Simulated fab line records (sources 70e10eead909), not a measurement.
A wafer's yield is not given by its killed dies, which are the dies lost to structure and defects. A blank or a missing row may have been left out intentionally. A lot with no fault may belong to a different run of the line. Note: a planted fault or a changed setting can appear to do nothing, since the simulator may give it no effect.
Problem report in the 8D (eight disciplines) form, filled by code | flow nand-harc | the parts of the form that need people (team, actions taken, sign-off) are left out

== 1. THE ISSUE ==
Mean of killed-at-array at NHARC_END_SORT_01: 98 over 3 wafers from 1 lot, against 28 (standard deviation 10) on wafers with no fault. That is +7.0 standard deviations from the usual mean.
First seen on wafer L440.3, day 21 21:05, on prober-02. The record holds 6 wafers of 2 lots with a number at this step. The rule behind "out" and "out of limits": a value lying over 4 standard deviations away from the usual mean. Any other wafer with a number is counted as sound.

== 2. WHAT IT IS; WHAT IT IS NOT ==
question                    | is                           | is not
which readings at this step | killed-at-array, killed-dies | killed-at-other, killed-at-periphery, killed-open, killed-short
which lots                  | L440                         | L446
which wafers of those lots  | all that have a number       | -
read on which gauges        | prober-02                    | -
when                        | from day 21 21:05            | up to then (0 sound wafers); but 3 sound wafers of L446 came after

== 3. SUSPECTS, AND WHAT RULES EACH OUT ==
Counting: any tool at a process step up to the reading is kept as a suspect provided that every lot that is out went through it and no sound lot did after the first of them.
- the gauge at NHARC_END_SORT_01: kept. All the wafers that are out were read on prober-02, and no step on other tools shows them out.
- har-cap-etch-03 at NHARC_A_CONTACT_ETCH_122 (etches the open film in C4F8/O2/Ar, time 95 s, target depth 930 nm): kept. It ran the lot that is out, L440 (day 18 23:34), and no sound lot after that.
- rie-diel-12 at NHARC_THIN_TSV_ETCHBACK_48 (etches the open film in C4F8/Ar, target depth 1028.5 nm, time 405.17 s): kept. It ran the lot that is out, L440 (day 21 06:53), and no sound lot after that.
The count leaves har-cap-etch-03 at NHARC_A_CONTACT_ETCH_122, rie-diel-12 at NHARC_THIN_TSV_ETCHBACK_48, and prober-02 at NHARC_END_SORT_01.

== 4. THE CAUSE (what the simulator had put in) ==
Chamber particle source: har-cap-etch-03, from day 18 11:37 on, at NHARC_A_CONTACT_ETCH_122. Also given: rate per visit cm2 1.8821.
Of the 3 suspects that counting leaves, this tool is one.

== 5. THE CHAIN OF EFFECTS, in route order ==
Each row: a reading whose mean over the struck wafers that have a number lies more than 3 standard deviations from the usual. Scope: only readings with a usual standard deviation given in the record; hours: median across lots of the time from each lot's start at the first step in this table that gives one to its start at this step; sigmas: change in usual standard deviations.
hours | step              | reading         | usual | on struck wafers | change | sigmas
0     | NHARC_END_SORT_01 | killed-at-array | 28    | 98               | +70    | +7.0
0     | NHARC_END_SORT_01 | killed-dies     | 31    | 100              | +69    | +6.9

== 6. HOW IT WOULD HAVE BEEN CAUGHT EARLIER ==
In this record the first reading out of limits at a measuring or inspecting step was taken at day 21 21:05, 81 hours after the fault began at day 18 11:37.
Lots out: 1; all had begun NHARC_A_CONTACT_ETCH_122 on har-cap-etch-03 by day 21 21:05. Had the tool been put on hold then, not one of them would have been saved.
